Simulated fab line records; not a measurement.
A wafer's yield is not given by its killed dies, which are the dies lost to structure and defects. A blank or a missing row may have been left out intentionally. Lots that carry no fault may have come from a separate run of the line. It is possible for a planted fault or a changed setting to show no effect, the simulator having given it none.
Chamber matching || flow nand_harc || NHARC_A_SLIT_DEP_23 on pecvd-02: 3 sister chambers
The step deposits SiON, target thk 100 nm. 14 wafers are shown with their chamber, then 6 later ones without.

== EACH WAFER AND ITS CHAMBER ==
{"wafer": "L226.2", "chamber": 2, "heater_power_w (W)": 621}
{"wafer": "L226.3", "chamber": 0, "heater_power_w (W)": 817}
{"wafer": "L226.4", "chamber": 1, "heater_power_w (W)": 650}
{"wafer": "L238.1", "chamber": 0, "heater_power_w (W)": 769}
{"wafer": "L238.3", "chamber": 1, "heater_power_w (W)": 637}
{"wafer": "L238.5", "chamber": 2, "heater_power_w (W)": 595}
{"wafer": "L237.1", "chamber": 0, "heater_power_w (W)": 842}
{"wafer": "L237.5", "chamber": 1, "heater_power_w (W)": 673}
{"wafer": "L243.1", "chamber": 1, "heater_power_w (W)": 659}
{"wafer": "L243.2", "chamber": 2, "heater_power_w (W)": 660}
{"wafer": "L243.6", "chamber": 0, "heater_power_w (W)": 902}
{"wafer": "L242.1", "chamber": 1, "heater_power_w (W)": 568}
{"wafer": "L242.2", "chamber": 0, "heater_power_w (W)": 893}
{"wafer": "L242.3", "chamber": 2, "heater_power_w (W)": 612}

SIGNATURES, as means of the wafers listed above
{"reading": "heater_power_w", "chamber 0": 844.60, "chamber 1": 637.40, "chamber 2": 622.00, "scatter within a chamber": 43.8}
Rule: distance of a wafer from a chamber = root of the sum over the readings of ((wafer's reading minus chamber's mean) / reading's scatter) squared. If the next closest chamber is less than 2 further off than the closest, the wafer can't be placed; otherwise it belongs to the closest. How the scatter is found: for the shown wafers, subtract from each reading the mean of its chamber, square and add these, divide the total by (wafers less chambers), then take the root.

== WAFERS WITHOUT THEIR CHAMBER ==
{"wafer": "L247.1", "heater_power_w (W)": 694}
{"wafer": "L247.2", "heater_power_w (W)": 867}
{"wafer": "L247.6", "heater_power_w (W)": 576}
{"wafer": "L244.1", "heater_power_w (W)": 861}
{"wafer": "L244.3", "heater_power_w (W)": 691}
{"wafer": "L244.6", "heater_power_w (W)": 676}

== CHAMBER TAKEN BY EACH ==
{"wafer": "L247.1", "from the rows above": "can't be placed: 1 or 2", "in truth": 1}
{"wafer": "L247.2", "from the rows above": 0, "in truth": 0}
{"wafer": "L247.6", "from the rows above": "can't be placed: 2 or 1", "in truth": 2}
{"wafer": "L244.1", "from the rows above": 0, "in truth": 0}
{"wafer": "L244.3", "from the rows above": "can't be placed: 1 or 2", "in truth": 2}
{"wafer": "L244.6", "from the rows above": "can't be placed: 1 or 2", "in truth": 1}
Correct placement for 2 of the 6. Unplaceable from these rows: 4, with the true chamber sitting among the candidates in 4. Wrongly placed: 0.
